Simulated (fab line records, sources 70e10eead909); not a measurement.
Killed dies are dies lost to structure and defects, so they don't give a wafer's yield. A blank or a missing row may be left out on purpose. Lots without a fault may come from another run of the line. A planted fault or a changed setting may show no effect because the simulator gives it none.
Which tool did it? | flow nand_harc | 12 lots, 36 wafers sampled, at 5 steps of a route of 1159

WHAT THE GAUGES READ, wafer by wafer
NHARC_END_SORT_01. Usual: killed_at_array 27, standard deviation 11; killed_at_other 0.6, standard deviation 0.89; killed_at_periphery 3.0, standard deviation 2.4; killed_dies 31, standard deviation 12; killed_open 3.2, standard deviation 1.6; killed_short 2.0, standard deviation 1.5.
lot  | measured     | on        | killed_at_array | killed_at_other | killed_at_periphery | killed_dies | killed_open | killed_short | flag
L830 | day 22 03:23 | prober-02 | 238 227 202     | 0 0 0           | 3 1 2               | 241 228 204 | 2 3 4       | 2 1 4        | OFF
L829 | day 22 20:36 | prober-01 | 210 304 216     | 0 0 1           | 3 5 2               | 213 309 219 | 2 2 2       | 2 3 3        | OFF

WHICH TOOL RAN EACH LOT (tool, then ch and the chambers of the sampled wafers, then the start)
lot  | NHARC_A_STAIRCASE_TRIM_26                     | NHARC_A_STAIRCASE_STRIP_175          | NHARC_A_STAIRCASE_ETCH_190         | NHARC_A_STAIRCASE_TRIM_202
L817 | rie_diel-06 ch 0,2,3, day 10 15:05 or earlier | plasma_asher-02 ch 0,1, day 10 15:05 | rie_diel-13 ch 1,2,3, day 10 17:10 | rie_diel-06 ch 0,1,2, no start
L821 | rie_diel-13 ch 0,1, day 11 13:58 or earlier   | plasma_asher-01 ch 0,1, day 11 13:58 | rie_diel-06 ch 0,3, day 11 15:54   | rie_diel-06 ch 0,3, no start
L820 | rie_diel-02 ch 0,1,3, day 11 14:03 or earlier | plasma_asher-02 ch 0,1, day 11 14:03 | rie_diel-02 ch 0,2,3, day 11 16:05 | rie_diel-02 ch 1,2,3, no start
L822 | rie_diel-06 ch 0,3, day 12 01:28 or earlier   | plasma_asher-02 ch 0,1, day 12 01:28 | rie_diel-06 ch 0,1, day 12 03:29   | rie_diel-02 ch 0,1,2, no start
L823 | rie_diel-06 ch 0,1,3, day 12 08:44 or earlier | plasma_asher-01 ch 0,1, day 12 08:44 | rie_diel-13 ch 1,3, day 12 10:47   | rie_diel-02 ch 0,1,3, day 12 12:11
L830 | rie_diel-02 ch 0,1,3, day 14 03:20 or earlier | plasma_asher-02 ch 0,1, day 14 03:20 | rie_diel-06 ch 0,2, day 14 05:17   | rie_diel-06 ch 0,1,2, day 22 03:23 or earlier
L829 | rie_diel-06 ch 0,1, day 14 04:13 or earlier   | plasma_asher-02 ch 0,1, day 14 04:13 | rie_diel-06 ch 1,2,3, day 14 06:34 | rie_diel-06 ch 0,3, day 22 20:36 or earlier
L832 | rie_diel-13 ch 1,2,3, day 14 08:25 or earlier | plasma_asher-01 ch 0,1, day 14 08:25 | rie_diel-02 ch 0,2,3, day 14 10:23 | rie_diel-13 ch 1,2, no start
L833 | rie_diel-02 ch 1,2,3, day 15 03:13 or earlier | plasma_asher-02 ch 0,1, day 15 03:13 | rie_diel-13 ch 2,3, day 15 05:10   | rie_diel-06 ch 0,2,3, no start
L834 | rie_diel-13 ch 0,1,2, day 15 04:32 or earlier | plasma_asher-02 ch 0,1, day 15 04:32 | rie_diel-13 ch 1,2, day 15 06:59   | rie_diel-06 ch 1,2,3, no start
L840 | rie_diel-06 ch 1,2,3, day 16 01:16 or earlier | plasma_asher-01 ch 0,1, day 16 01:16 | rie_diel-02 ch 0,1,3, day 16 03:11 | rie_diel-02 ch 0,1, no start
L839 | rie_diel-06 ch 1,2,3, day 16 03:37 or earlier | plasma_asher-01 ch 0,1, day 16 03:37 | rie_diel-13 ch 2,3, day 16 05:30   | rie_diel-13 ch 0,1,3, no start
- NHARC_A_STAIRCASE_TRIM_26: chemistry O2, time 211.2 s.
- NHARC_A_STAIRCASE_STRIP_175: strips in O2.
- NHARC_A_STAIRCASE_ETCH_190: etches the open film in C4F8/O2, target depth 100 nm, time 40.5 s.
- NHARC_A_STAIRCASE_TRIM_202: chemistry O2, time 211.2 s.

WHAT THE TOOLS THEMSELVES READ (means of the sampled wafers that have a number; where no wafer has one, the mark that the record gives instead)
NHARC_A_STAIRCASE_TRIM_26. Usual: drypump_motor_current_A 5.7 A, standard deviation 0.38; oes_product_au 1.002 a.u., standard deviation 0.01; rf_vpp_V 57.9 V, standard deviation 0.94; showerhead_plenum_p_Torr 3.49 Torr, standard deviation 0.15; throttle_valve_pct 17.037 %, standard deviation 0.0087.
lot  | tool        | drypump_motor_current_A (A) | oes_product_au (a.u.) | rf_vpp_V (V) | showerhead_plenum_p_Torr (Torr) | throttle_valve_pct (%) | flag
L817 | rie_diel-06 | 5.5                         | 0.993                 | 57.6         | 3.34                            | 17.030                 |
L821 | rie_diel-13 | 5.4                         | 1.001                 | 57.8         | 3.49                            | 17.047                 |
L820 | rie_diel-02 | 6.1                         | 1.009                 | 57.8         | 3.49                            | 17.037                 |
L822 | rie_diel-06 | 5.4                         | 0.990                 | 58.0         | 3.38                            | 17.020                 |
L823 | rie_diel-06 | 5.7                         | 0.996                 | 58.4         | 3.43                            | 17.039                 |
L830 | rie_diel-02 | 6.1                         | 1.002                 | 57.8         | 3.48                            | 17.045                 |
L829 | rie_diel-06 | 5.7                         | 1.001                 | 58.1         | 3.50                            | 17.037                 |
L832 | rie_diel-13 | 5.7                         | 1.001                 | 58.1         | 3.50                            | 17.038                 |
L833 | rie_diel-02 | 5.7                         | 1.003                 | 58.1         | 3.60                            | 17.031                 |
L834 | rie_diel-13 | 5.4                         | 1.001                 | 57.5         | 3.43                            | 17.039                 |
L840 | rie_diel-06 | 5.8                         | 1.006                 | 58.1         | 3.54                            | 17.039                 |
L839 | rie_diel-06 | 5.8                         | 1.005                 | 57.4         | 3.54                            | 17.036                 |

NHARC_A_STAIRCASE_STRIP_175. Usual: drypump_motor_current_A 5.7 A, standard deviation 0.57; heater_power_w 333 W, standard deviation 24.
lot  | tool            | drypump_motor_current_A (A) | heater_power_w (W) | flag
L817 | plasma_asher-02 | 5.8                         | 338                |
L821 | plasma_asher-01 | 5.4                         | 334                |
L820 | plasma_asher-02 | 6.2                         | 332                |
L822 | plasma_asher-02 | 5.8                         | 336                |
L823 | plasma_asher-01 | 5.5                         | 322                |
L830 | plasma_asher-02 | 5.8                         | 333                |
L829 | plasma_asher-02 | 5.8                         | 337                |
L832 | plasma_asher-01 | 5.4                         | 350                |
L833 | plasma_asher-02 | 6.2                         | 331                |
L834 | plasma_asher-02 | 5.8                         | 335                |
L840 | plasma_asher-01 | 5.4                         | 348                |
L839 | plasma_asher-01 | 5.4                         | 348                |

NHARC_A_STAIRCASE_ETCH_190. Usual: oes_product_au 0.944 a.u., standard deviation 0.012; rf_vpp_V 895 V, standard deviation 5.6; run_length_s 61.7 s, standard deviation 0.39.
lot  | tool        | oes_product_au (a.u.) | rf_vpp_V (V) | run_length_s (s) | flag
L817 | rie_diel-13 | 0.944                 | 895          | 61.7             |
L821 | rie_diel-06 | 0.948                 | 891          | 61.8             |
L820 | rie_diel-02 | 0.956                 | 897          | 62.4             |
L822 | rie_diel-06 | 0.948                 | 893          | 61.7             |
L823 | rie_diel-13 | 0.947                 | 897          | 61.3             |
L830 | rie_diel-06 | 0.947                 | 901          | 51.8             | OFF
L829 | rie_diel-06 | 0.939                 | 896          | 51.8             | OFF
L832 | rie_diel-02 | 0.945                 | 896          | 62.2             |
L833 | rie_diel-13 | 0.929                 | 894          | 61.5             |
L834 | rie_diel-13 | 0.920                 | 895          | 61.4             |
L840 | rie_diel-02 | 0.955                 | 893          | 61.9             |
L839 | rie_diel-13 | 0.946                 | 895          | 61.4             |

NHARC_A_STAIRCASE_TRIM_202. Usual: drypump_motor_current_A 5.7 A, standard deviation 0.39; oes_product_au 1.001 a.u., standard deviation 0.011; rf_vpp_V 57.7 V, standard deviation 0.85; showerhead_plenum_p_Torr 3.51 Torr, standard deviation 0.15; throttle_valve_pct 17.038 %, standard deviation 0.0094.
lot  | tool        | drypump_motor_current_A (A) | oes_product_au (a.u.) | rf_vpp_V (V) | showerhead_plenum_p_Torr (Torr) | throttle_valve_pct (%) | flag
L817 | rie_diel-06 | 5.6                         | 1.004                 | 57.8         | 3.42                            | 17.042                 |
L821 | rie_diel-06 | 5.4                         | 0.996                 | 57.5         | 3.38                            | 17.029                 |
L820 | rie_diel-02 | 5.7                         | 1.008                 | 59.1         | 3.61                            | 17.035                 |
L822 | rie_diel-02 | 5.9                         | 1.008                 | 57.4         | 3.51                            | 17.036                 |
L823 | rie_diel-02 | 6.1                         | 1.007                 | 58.0         | 3.49                            | 17.042                 |
L830 | rie_diel-06 | 5.5                         | 1.001                 | 57.2         | 3.59                            | 17.029                 |
L829 | rie_diel-06 | 5.4                         | 0.985                 | 57.1         | 3.37                            | 17.029                 |
L832 | rie_diel-13 | 5.6                         | 1.003                 | 57.6         | 3.49                            | 17.050                 |
L833 | rie_diel-06 | 5.5                         | 0.984                 | 58.3         | 3.49                            | 17.033                 |
L834 | rie_diel-06 | 5.8                         | 0.995                 | 58.3         | 3.54                            | 17.036                 |
L840 | rie_diel-02 | 6.3                         | 0.993                 | 57.8         | 3.37                            | 17.040                 |
L839 | rie_diel-13 | 5.5                         | 1.004                 | 57.5         | 3.48                            | 17.040                 |

THE ANSWER, worked out from the rows above alone
Rule: a lot is off if the mean of its wafers that have a number lies more than 3 standard deviations from the usual mean. A lot without any number at a reading at which 4 lots or more have one is off too. The other lots that the step has rows for count as sound. The gauges are gone through in route order, then the tools' own readings, and for those a lot's mean is taken as printed above. The first step at which some lot is off is used, and at that step the reading that is off furthest; a lot without a number counts as furthest.
Off: L830, L829, at NHARC_END_SORT_01 (killed_at_array). Neither off nor sound, because the step has no rows for them: L817, L821, L820, L822, L823, L832, L833, L834, L840, L839.
A tool fits if, at a process step before that reading, it ran every lot that is off, and no sound lot after the first of them. The gauges at NHARC_END_SORT_01 aren't tried: what is off there is off at NHARC_A_STAIRCASE_ETCH_190 too, on other tools, and a gauge's error can't cause that. NHARC_A_STAIRCASE_TRIM_26 gives no start for some lots, so the hours and the order of its lots are those of NHARC_A_STAIRCASE_STRIP_175. NHARC_A_STAIRCASE_TRIM_202 gives no start for some lots, so the hours and the order of its lots are those of NHARC_END_SORT_01. Can't be told from this: 2 tools fit, plasma_asher-02 at NHARC_A_STAIRCASE_STRIP_175, rie_diel-06 at NHARC_A_STAIRCASE_ETCH_190 and NHARC_A_STAIRCASE_TRIM_202.

WHAT THE SIMULATOR HAD PUT IN
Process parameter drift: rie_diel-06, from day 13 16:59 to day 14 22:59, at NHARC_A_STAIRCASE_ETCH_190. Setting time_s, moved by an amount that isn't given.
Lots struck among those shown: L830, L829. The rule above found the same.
